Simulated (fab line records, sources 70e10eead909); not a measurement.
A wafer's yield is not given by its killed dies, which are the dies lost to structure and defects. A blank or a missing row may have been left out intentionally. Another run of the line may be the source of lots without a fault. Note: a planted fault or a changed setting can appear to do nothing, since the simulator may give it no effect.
fab line records	flow nand_harc
record lots=13	wafers=39	last_day=24
route steps=1159 shown A_SLIT@795 A_WL_FILL@825 END@1159
lots with no fault: from the same line, run without faults
start_h: the number of hours between the record's first day and the start of the first shown wafer of the lot	wait_h: hours from the lot's prior step to this one	" unchanged from the row above	L1.1+2: a row that stands for several wafers	- no value present, or no start provided	* or withheld: withheld	< > ~ a bound
route shown NAME@n: names a module that has steps shown in the file, with the first one's number in the route	usual: mean and standard deviation over wafers with no fault	same: alike in all rows	chamber/n: place in a boat	sites: per-site readings	_std_site: standard deviation of those values	_edge_site: inner sites' mean taken away from outer sites' mean	radius_mm: for every site, how far away it sits from the centre of the wafer	mask NAME#n: copy n	behind: tool/chamber where the wafer was last shaped	hold: the reason the lot was held/the length of the hold in hours/how it ended	device: names the non-switching transistor (n, p or np)	end of line: tests of these same wafers at the route's end	a step without rows: its recipe alone	killed: the dies lost at the first sort to structure and to defects; this is not the yield of the wafer	map: a wafer's dies, x killed, . not, _ none there
set.NAME: the setting the step ran with; set.NAME@STEP: the setting that earlier step ran with	model.NAME: the simulator's own value behind a step, which no gauge read
one table for each step of the route and one row for each wafer, over a sample of lots
services: when a tool's chamber went out of use (start_h, in hours from the record's first day, below 0 if earlier), for how many hours, and the reason
## steps
# step NHARC_A_SLIT_ETCH_15
# recipe target_depth_a=32000	over_etch_frac=0.3	time_s=832	ion_energy_ev=150	o2_flow_sccm=400	cos_flow_sccm=20	ar_flow_sccm=0	rf_w=500	bias_w=300	chemistry=O2/COS
# usual drypump_motor_current_A=5.7/0.54	oes_product_au=0.998/0.0074	rf_vpp_V=313.2/1.6	showerhead_plenum_p_Torr=3.06/0.1	throttle_valve_pct=28.331/0.0089
lot.wafer	tool	chamber	start_h	wait_h	drypump_motor_current_A	oes_product_au	rf_hours_counter_h	rf_vpp_V	showerhead_plenum_p_Torr	throttle_valve_pct
L613.3	rie_diel-04	3	-	-	6.2	1.003	2	312.2	2.96	28.337
L613.1	"	1	"	"	6.4	0.998	1	311.5	2.99	28.315
L613.5	"	2	"	"	4.9	0.998	-	313.6	3.02	28.327
L615.2	rie_diel-02	2	-	-	5.4	0.999	11	315.7	3.23	28.329
L615.1	"	3	"	"	5.1	0.994	12	310.9	2.96	28.346
L615.5	"	0	"	"	5.6	1.003	-	314.6	3.12	28.330
L614.2	rie_diel-05	3	-	-	6.1	0.992	8	315.4	3.22	28.343
L614.3	"	0	"	"	6.4	0.991	9	310.5	2.97	28.329
L614.6	"	3	"	"	6.1	0.994	-	315.8	3.22	28.326
L617.2	rie_diel-05	2	-	-	6.5	1.012	9	314.0	3.07	28.327
L617.5	"	3	"	"	6.0	1.005	-	315.5	3.22	28.319
L617.6	"	0	"	"	6.4	1.000	-	313.6	2.97	28.347
L616.3	rie_diel-04	0	-	-	5.1	1.003	2	314.2	3.17	28.326
L616.4	"	2	"	"	5.0	0.995	3	313.5	3.02	28.320
L616.5	"	1	"	"	6.4	0.996	-	311.7	2.99	28.332
L618.4	rie_diel-02	3	-	-	5.1	0.997	0	311.5	2.96	28.342
L618.1	"	0	"	"	5.6	0.998	0	314.9	3.12	28.324
L618.6	"	3	"	"	5.2	0.994	-	311.8	2.96	28.328
L622.4	rie_diel-04	3	-	-	6.2	1.009	6	311.6	2.95	28.320
L622.3	"	0	"	"	5.1	0.999	5	314.2	3.17	28.328
L622.6	"	0	"	"	5.1	0.999	-	315.4	3.17	28.326
L621.4	rie_diel-02	2	-	-	5.5	0.990	2	315.5	3.23	28.339
L621.3	"	3	"	"	5.1	0.995	3	312.8	2.96	28.334
L621.6	"	2	"	"	5.5	0.990	-	314.3	3.23	28.329
L624.3	rie_diel-04	2	-	-	5.0	1.005	7	312.4	3.01	28.324
L624.1	"	0	"	"	5.2	1.004	6	315.2	3.17	28.318
L624.4	"	0	"	"	5.2	0.990	-	314.1	3.17	28.335
L630.3	rie_diel-04	2	-	-	5.0	1.004	9	312.4	3.01	28.333
L630.1	"	3	"	"	6.2	1.007	9	312.2	2.95	28.317
L630.5	"	1	"	"	6.5	1.000	-	313.0	2.99	28.344
L631.1	rie_diel-02	1	-	-	5.6	0.980	6	313.3	3.00	28.326
L631.2	"	3	"	"	5.1	0.989	7	312.4	2.96	28.333
L631.4	"	0	"	"	5.6	0.984	6	313.1	3.12	28.328
L636.1	rie_diel-05	1	-	-	5.1	0.984	5	313.2	2.97	28.324
L636.3	"	2	"	"	6.6	0.992	5	312.2	3.06	28.328
L636.2	"	0	"	"	6.4	0.996	5	313.0	2.97	28.332
L634.4	rie_diel-04	0	-	-	5.1	1.007	12	315.7	3.17	28.330
L634.2	"	3	"	"	6.2	0.992	12	311.0	2.95	28.312
L634.5	"	1	"	"	6.4	0.995	-	311.0	2.98	28.341
# step NHARC_A_SLIT_ETCH_26
# recipe bias_v=400	source_w=2000	pressure_mtorr=25	time_s=90	ar_flow_sccm=375	c4f8_flow_sccm=41.7	o2_flow_sccm=83.3	target_depth_a=4000	chemistry=C4F8/O2/Ar
# usual drypump_motor_current_A=5.66/0.14	showerhead_plenum_p_Torr=3.74/0.095	throttle_valve_pct=27.619/0.0089
lot.wafer	tool	chamber	start_h	wait_h	drypump_motor_current_A	rf_hours_counter_h	showerhead_plenum_p_Torr	throttle_valve_pct
L613.1	har_etch-02	1	324.00	1.2	5.83	183	3.87	27.620
L613.3	"	1	"	"	5.82	-	3.87	27.617
L613.5	"	0	"	"	5.71	-	3.63	27.621
L615.1	har_etch-01	1	326.43	1.2	5.62	1	3.80	27.616
L615.2	"	0	"	"	5.45	1	3.69	27.610
L615.5	"	0	"	"	5.44	-	3.69	27.618
L614.2	har_etch-02	1	327.35	1.2	5.83	186	3.87	27.624
L614.3	"	1	"	"	5.84	-	3.87	27.620
L614.6	"	0	"	"	5.73	-	3.63	27.632
L617.2	har_etch-02	1	335.67	1.2	5.82	187	3.87	27.615
L617.6	"	1	"	"	5.83	-	3.87	27.623
L617.5	"	0	"	"	5.72	-	3.63	27.613
L616.3	har_etch-01	0	336.13	0.8	5.45	-	3.69	27.625
L616.4	"	1	"	"	5.61	-	3.80	27.614
L616.5	"	1	"	"	5.62	-	3.80	27.613
L618.1	har_etch-01	1	346.27	1.3	5.65	8	3.80	27.620
L618.4	"	1	"	"	5.63	-	3.80	27.623
L618.6	"	1	"	"	5.63	-	3.80	27.620
L622.3	har_etch-01	1	371.45	0.8	5.61	-	3.79	27.624
L622.4	"	0	"	"	5.47	-	3.68	27.626
L622.6	"	0	"	"	5.48	-	3.68	27.611
L621.4	har_etch-02	0	374.37	0.8	5.77	-	3.62	27.631
L621.3	"	1	"	"	5.83	-	3.86	27.628
L621.6	"	1	"	"	5.82	-	3.86	27.616
L624.1	har_etch-01	1	384.85	1.2	5.63	28	3.79	27.622
L624.4	"	1	"	"	5.62	-	3.79	27.618
L624.3	"	0	"	"	5.44	-	3.68	27.626
L630.1	har_etch-02	0	415.39	1.0	5.74	222	3.61	27.614
L630.3	"	1	"	"	5.81	-	3.85	27.604
L630.5	"	1	"	"	5.85	-	3.85	27.611
L631.2	har_etch-01	1	419.18	1.3	5.60	42	3.78	27.609
L631.1	"	0	"	"	5.47	42	3.67	27.595
L631.4	"	1	"	"	5.60	-	3.78	27.643
L636.1	har_etch-01	0	447.23	1.2	5.47	59	3.66	27.602
L636.2	"	1	"	"	5.63	59	3.77	27.625
L636.3	"	1	"	"	5.63	-	3.77	27.624
L634.2	har_etch-02	1	447.90	1.3	5.85	240	3.84	27.621
L634.4	"	1	"	"	5.83	-	3.84	27.626
L634.5	"	0	"	"	5.72	-	3.60	27.616
# step NHARC_A_SLIT_CD_MEAS_21
# usual cd_nm=289.8/0.57
lot.wafer	tool	chamber	start_h	wait_h	cd_nm
L613.1	cd_sem-03	-	325.15	-	289.9
L613.3	"	-	"	"	290.0
L613.5	"	-	"	"	289.6
L615.1	cd_sem-02	-	327.58	-	289.5
L615.2	"	-	"	"	290.1
L615.5	"	-	"	"	290.5
L614.2	cd_sem-01	-	328.50	-	289.6
L614.3	"	-	"	"	289.8
L614.6	"	-	"	"	290.1
L617.2	cd_sem-01	-	336.83	-	289.9
L617.5	"	-	"	"	290.6
L617.6	"	-	"	"	290.0
L616.3	cd_sem-03	-	337.23	-	289.7
L616.4	"	-	"	"	290.2
L616.5	"	-	"	"	289.5
L618.1	cd_sem-02	-	347.48	-	290.2
L618.4	"	-	"	"	289.9
L618.6	"	-	"	"	289.8
L622.3	cd_sem-01	-	372.56	-	290.3
L622.4	"	-	"	"	290.6
L622.6	"	-	"	"	290.9
L621.3	cd_sem-01	-	375.57	-	290.3
L621.4	"	-	"	"	290.0
L621.6	"	-	"	"	290.2
L624.1	cd_sem-02	-	386.00	-	289.1
L624.3	"	-	"	"	288.9
L624.4	"	-	"	"	289.1
L630.1	cd_sem-02	-	416.51	-	289.7
L630.3	"	-	"	"	289.5
L630.5	"	-	"	"	289.3
L631.1	cd_sem-01	-	420.33	-	290.2
L631.2	"	-	"	"	289.5
L631.4	"	-	"	"	290.4
L636.1	cd_sem-02	-	448.39	-	288.6
L636.2	"	-	"	"	288.1
L636.3	"	-	"	"	288.7
L634.2	cd_sem-02	-	449.07	-	289.0
L634.4	"	-	"	"	289.0
L634.5	"	-	"	"	289.2
# step NHARC_A_WL_FILL_ETCHBACK_17
# recipe target_depth_a=40	time_s=26.7	chemistry=Cl2/BCl3
# usual drypump_motor_current_A=5.3/0.31	oes_product_au=0.998/0.0072
lot.wafer	tool	chamber	start_h	wait_h	drypump_motor_current_A	oes_product_au	rf_hours_counter_h
L613.1	rie_metal-01	1	350.69	-	5.3	1.004	0.4
L613.3	"	1	"	"	5.3	0.996	-
L613.5	"	1	"	"	5.3	0.982	-
L614.2	rie_metal-01	1	351.72	-	5.3	1.005	0.5
L614.3	"	0	"	"	5.0	0.988	-
L614.6	"	0	"	"	5.0	0.998	-
L615.2	rie_metal-03	0	356.80	-	5.5	0.995	2.1
L615.1	"	1	"	"	5.3	1.001	2.1
L615.5	"	1	"	"	5.3	0.993	-
L617.2	rie_metal-02	1	359.23	-	5.4	0.996	3.6
L617.5	"	1	"	"	5.4	0.998	-
L617.6	"	0	"	"	6.1	1.000	-
L616.3	rie_metal-02	1	363.00	-	5.4	1.014	-
L616.4	"	0	"	"	6.1	0.998	-
L616.5	"	1	"	"	5.4	1.010	-
L618.1	rie_metal-03	1	375.64	-	5.2	0.989	2.8
L618.4	"	1	"	"	5.3	1.000	-
L618.6	"	1	"	"	5.3	0.995	-
L622.3	rie_metal-01	1	396.19	-	5.3	1.008	-
L622.4	"	1	"	"	5.3	0.999	-
L622.6	"	1	"	"	5.3	0.996	-
L621.3	rie_metal-01	1	406.15	-	5.3	1.004	-
L621.4	"	0	"	"	5.0	1.006	-
L621.6	"	1	"	"	5.3	1.389	-
L624.1	rie_metal-01	0	411.09	-	5.0	1.387	2.4
L624.3	"	0	"	"	5.0	0.992	-
L624.4	"	1	"	"	5.3	0.998	-
L630.1	rie_metal-02	0	442.49	-	6.1	1.006	1.4
L630.3	"	1	"	"	5.4	1.010	-
L630.5	"	0	"	"	6.1	0.995	-
L631.1	rie_metal-03	0	446.03	-	5.4	1.001	3.7
L631.2	"	1	"	"	5.3	1.004	5.3
L631.4	"	0	"	"	5.4	0.987	-
L636.1	rie_metal-03	0	474.89	-	5.5	1.003	0.4
L636.2	"	1	"	"	5.2	1.004	0.4
L636.3	"	1	"	"	5.2	1.007	-
L634.2	rie_metal-02	1	478.16	-	5.4	1.005	3.1
L634.4	"	0	"	"	6.1	1.008	-
L634.5	"	0	"	"	6.1	0.997	-
# step NHARC_END_SORT_01
# recipe temp_c=25
# usual killed_at_array=28/11	killed_at_other=0.8/1.3	killed_at_periphery=3.6/2.5	killed_dies=32/11	killed_open=3.0/1.8	killed_short=2.0/1.5
# same gross_dies=677
lot.wafer	tool	chamber	start_h	wait_h	killed_at_array	killed_at_other	killed_at_periphery	killed_dies	killed_open	killed_short
L621.3	prober-01	0	502.46	3.1	22	1	3	26	1	0
L621.4	prober-01	0	503.27	3.4	18	0	6	24	2	3
L621.6	prober-01	0	504.88	4.0	26	0	5	31	3	2
L631.1	prober-02	0	540.03	2.5	25	4	8	37	9	1
L631.2	prober-02	0	540.82	2.8	20	1	11	32	2	0
L631.4	prober-02	0	542.39	3.4	7	4	8	19	2	2
# killed by level:class
L621.3 A_SLIT:chamber_film_flake=17 A_CHANNEL_HOLE_D1:chamber_film_flake=4 P_M1:geometric_particle:open=1 P_ZERO_WELL:chamber_film_flake=1 P_M0:chamber_film_flake=1 A_STAIRCASE:chamber_film_flake=1 THIN_TSV:chamber_film_flake=1
L621.4 A_SLIT:chamber_film_flake=8 A_CHANNEL_HOLE_D1:chamber_film_flake=7 P_M1:geometric_particle:short=2 P_M0:chamber_film_flake=2 P_GATE:geometric_particle:open=1 A_WL_FILL:geometric_particle:short=1 A_WL_FILL:geometric_particle:open=1 P_ZERO_WELL:chamber_film_flake=1
L621.6 A_SLIT:chamber_film_flake=15 A_CHANNEL_HOLE_D1:chamber_film_flake=4 P_M0:chamber_film_flake=3 A_STAIRCASE:chamber_film_flake=3 P_M1:geometric_particle:open=1 A_ONON_D1:geometric_particle:short=1 A_CHANNEL_FILL_D1:geometric_particle:open=1 A_WL_FILL:geometric_particle:short=1
L631.1 A_CHANNEL_HOLE_D1:chamber_film_flake=8 A_STAIRCASE:chamber_film_flake=6 P_M2:chamber_film_flake=5 THIN_TSV:chamber_film_flake=4 A_CONTACT:geometric_particle:open=2 A_BLC:geometric_particle:open=2 A_M0:geometric_particle:open=2 P_ZERO_WELL:chamber_film_flake=2
L631.2 A_CHANNEL_HOLE_D1:chamber_film_flake=10 P_ZERO_WELL:chamber_film_flake=4 P_M2:chamber_film_flake=4 A_CONTACT:chamber_film_flake=3 P_GATE:chamber_film_flake=2 A_CHANNEL_FILL_D1:chamber_film_flake=2 A_WL_FILL:chamber_film_flake=2 A_ONON_D1:geometric_particle:open=1
L631.4 P_M2:chamber_film_flake=5 A_CHANNEL_HOLE_D1:chamber_film_flake=4 THIN_TSV:chamber_film_flake=4 A_ONON_D1:geometric_particle:open=2 P_CONTACT:geometric_particle:short=1 P_M0:geometric_particle:short=1 P_ZERO_WELL:chamber_film_flake=1 A_STAIRCASE:chamber_film_flake=1
## services
tool	chamber	start_h	hours	kind
rie_diel-04	0	298.25	-	clean
rie_diel-05	3	304.78	13.7	repair
har_etch-01	-	307.91	17.0	pm
har_etch-01	0	307.91	17.0	vent_cycle
har_etch-01	1	307.91	17.0	vent_cycle
har_etch-01	0	324.91	-	clean
har_etch-01	0	324.91	-	consumable_replace:focus_ring
har_etch-01	1	324.91	-	clean
har_etch-01	1	324.91	-	consumable_replace:focus_ring
rie_diel-02	-	327.70	9.0	pm
rie_metal-01	-	332.00	9.0	pm
rie_diel-05	-	340.60	9.0	pm
rie_metal-01	-	347.67	0.3	repair
rie_diel-04	1	369.88	15.1	repair
rie_metal-03	0	374.05	27.6	repair
rie_diel-02	0	382.63	3.9	repair
rie_metal-02	-	388.03	9.0	pm
rie_metal-01	0	389.93	6.3	repair
rie_diel-04	-	438.64	0.4	repair
rie_diel-02	3	443.73	3.5	repair
rie_metal-03	-	453.21	9.0	pm
rie_diel-02	3	464.89	3.5	repair
rie_diel-02	2	465.09	38.5	repair
rie_diel-04	-	466.25	9.0	pm
## key
first_sign step=NHARC_A_WL_FILL_ETCHBACK_17	reading=oes_product_au	direction=up	sigmas=54	usual=0.998	struck=1.388
effect none on later readings
met_at NHARC_A_WL_FILL_ETCHBACK_17
struck_lots L621,L624
struck_wafers L621.6,L624.1
tester_left_out L621,L624
not_acting_at NHARC_A_SLIT_ETCH_15,NHARC_A_SLIT_ETCH_26,NHARC_A_SLIT_CD_MEAS_21
onset_between 396.19 406.15
fault kind=process_parameter_drift	tool=rie_metal-01	chamber=-	onset_h=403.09	steps=NHARC_A_WL_FILL_ETCHBACK_17	channel=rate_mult	offset=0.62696	shape=step	end_h=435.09	scope=struck_wafers_only
# tester_left_out: of these lots the tester's yield and bins aren't shown, on N5 and GAA mostly nor the transistor test; their killed dies are dies lost to structure and defects alone, not to doping, threshold or leakage, so they don't give the yield
